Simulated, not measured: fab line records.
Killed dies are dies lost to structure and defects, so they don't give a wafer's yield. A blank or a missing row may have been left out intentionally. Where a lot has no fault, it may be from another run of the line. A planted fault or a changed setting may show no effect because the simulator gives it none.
Split-lot experiment	flow n5-finfet	13 wafers read across 7 lots, on a route 1938 steps long

== SPLIT DETAILS ==
At N5_BEOL_M5_SPUTTER_48 (material Cu, target thk 15 nm, time 27.62 s), the setting time-s was moved away from the recipe's 27.62 s on 2 of the 13 wafers read, by -10.4% to +9.4%. All remaining wafers had this setting at the recipe value.

The reading comes from the split's own step.

== THE READING ==
Cu_of_BEOL_M5_SPUTTER_48.thk-nm (the simulator's own value, which no gauge read), in nm, at N5_BEOL_M5_SPUTTER_48 (material Cu, target thk 15 nm, time 27.62 s). The file gives no usual value for it. Average 15.0 nm, standard deviation 0.16 nm, over the 11 wafers here run with the recipe.

wafer	tool, chamber at the split	time-s as run, s	against the recipe	Cu_of_BEOL_M5_SPUTTER_48.thk-nm, nm	against lot-mates on the recipe
L075.2	pvd-sputter-03, -	30.23	+9.4%	16.2	+1.4
L075.6	pvd-sputter-03, -	27.62	recipe	14.8	-
L076.2	pvd-sputter-02, -	27.62	recipe	14.8	-
L076.6	pvd-sputter-02, -	27.62	recipe	14.8	-
L084.5	pvd-sputter-03, -	27.62	recipe	15	-
L088.5	pvd-sputter-03, -	27.62	recipe	14.8	-
L091.6	pvd-sputter-02, -	27.62	recipe	15.2	-
L093.2	pvd-sputter-02, -	24.74	-10.4%	13.6	-1.5
L093.3	pvd-sputter-02, -	27.62	recipe	15	-
L093.4	pvd-sputter-02, -	27.62	recipe	15.2	-
L095.2	pvd-sputter-01, -	27.62	recipe	15	-
L095.3	pvd-sputter-01, -	27.62	recipe	15	-
L095.5	pvd-sputter-01, -	27.62	recipe	15.2	-

THE FIT
A straight line over all 13 wafers: Cu_of_BEOL_M5_SPUTTER_48.thk-nm changes by +0.131 nm for each +1% of time-s; r = +0.96; the points scatter about the line by 0.16 nm.
The same after taking each lot's own level away (the mean of its wafers on the recipe; 13 wafers): +0.146 nm for each +1%; r = +0.99; scatter 0.066 nm.
According to that fit, moving time-s by its largest amount changes the reading by 1.5 nm.
The lots' own levels span 14.80 to 15.20 nm, that is 2.5 times the standard deviation above.
In other words, the slope is changed by the lot-to-lot level; the two fits disagree.
Check: for one of the wafers moved furthest among these (-10.4%), held out of the fit, the line's prediction against its lot-mates is -1.54 nm. It came out at -1.5 nm against them.

== OTHER SPLITS APPLIED TO THESE WAFERS ==
Before the reading, these wafers also passed through other splits. Each is held against what the fit with the lots' levels taken away leaves over:
other split on the same wafers	wafers away from the commonest value	r with Cu_of_BEOL_M5_SPUTTER_48.thk-nm (lot level and that fit taken away)
N5_BEOL_M5_COAT_05 spin-rpm	0	-
N5_BEOL_M5_ETCH_72 source-w	3	-0.03

== THE FILE'S OWN FIT ==
Cu_of_BEOL_M5_SPUTTER_48.thk-nm changes by +0.145 nm for each +1% of time-s, r = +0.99.
